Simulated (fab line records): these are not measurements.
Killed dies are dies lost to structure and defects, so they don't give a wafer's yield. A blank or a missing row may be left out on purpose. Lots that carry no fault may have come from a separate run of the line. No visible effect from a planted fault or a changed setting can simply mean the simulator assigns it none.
Struck lot and sound lot, side by side | flow nand-harc | 15 steps out of a route of 1302
Sound: these wafers, L986.1, L986.5, L986.6. The struck wafers were L994.1, L994.3, L994.5. The cause is given at the end.
At each step with rows: each side's tool, then ch and its chambers, then its first start. Under that, the readings that differ: sound wafers | struck wafers | difference of the means | sigmas: that difference in standard deviations of wafers without a fault.
alike: a reading whose means differ by less than 2 such deviations, as well as words and numbers matching on both sides. not compared: withheld readings; readings where some wafer has no value; bounds like >300 that might hide an equal value; numbers whose values overlap and for which the record gives no deviation.
A row with sigmas, a row that says differs or no value, or rows on one side alone: a step with any of these is where the two part. Non-overlapping numbers with no deviation appear without sigmas and do not part them. A reading that every wafer of one side lacks parts them only if that side has two wafers or more.

NHARC_P_GATE_DESCUM_13: chemistry O2, time 3 s.
  sound on rie-diel-01 ch 0,3, day 6 06:15; struck on rie-diel-03 ch 0,2, day 9 12:46
  reading                         | sound          | struck         | difference | sigmas
  showerhead-plenum-p-Torr (Torr) | 2.04 2.03 2.04 | 1.87 1.79 1.79 | -0.22      | -3
  alike: drypump-motor-current-A, oes-product-au, rf-vpp-V, throttle-valve-pct
  not compared: rf-hours-counter-h
then, 6 steps without rows for these wafers: NHARC_P_GATE_ETCH_14 (etches SiO2 in dHF, target depth 48.8 nm); NHARC_P_GATE_STRIP_15 (strips in SPM, time 780 s); NHARC_P_GATE_PRECLEAN_71 (cleans in SC1); NHARC_P_GATE_SRD_72; NHARC_P_GATE_OXIDE_16 (material SiO2, target thk 3 nm, ox time 392 s); NHARC_P_GATE_CVD_17 (deposits poly-Si, target thk 150 nm, time 900 s).
NHARC_P_GATE_HM_DEP_102: deposits aC, target thk 120 nm.
  sound on acl-dep-02 ch 0, day 6 21:13; struck on acl-dep-03 ch 0, day 10 03:53
  alike: throttle-valve-pct
NHARC_P_GATE_DEP_103: deposits SiON, target thk 30 nm.
  sound on pecvd-02 ch 0,1, day 6 21:56; struck on pecvd-04 ch 0,2, day 10 04:34
  alike: heater-power-w, rf-fwd-power-W
then, 3 steps without rows for these wafers: NHARC_P_GATE_DEHYDRATE_18 (time 120 s); NHARC_P_GATE_HMDS_19 (time 30 s); NHARC_P_GATE_COAT_20 (resist thk 90 nm).
NHARC_P_GATE_SOFTBAKE_21: time 55 s.
  sound on litho-track-01 ch 0, day 6 22:00; struck on litho-track-01 ch 0, day 10 04:00
  reading                  | sound                | struck               | difference | sigmas
  heater-power-total-W (W) | 188.64 188.30 188.50 | 193.92 193.94 194.03 | +5.48      | +42
following that, these wafers have no rows for 1 step: NHARC_P_GATE_EBR_22.
-- break in the record here, with 20 days between the starts of the struck wafers on either side (left off in module P_GATE, picked up again in module END, where the first step shown is number 1302 on the route) --
NHARC_END_SORT_01:
  only the struck wafers appear in the record here, on prober-02 ch 0 at day 29 19:31; the sound ones have no rows

## WHERE THEY PART
Last at NHARC_END_SORT_01 as far as this record goes, first at NHARC_P_GATE_DESCUM_13.

WHY: what had been put in by the simulator
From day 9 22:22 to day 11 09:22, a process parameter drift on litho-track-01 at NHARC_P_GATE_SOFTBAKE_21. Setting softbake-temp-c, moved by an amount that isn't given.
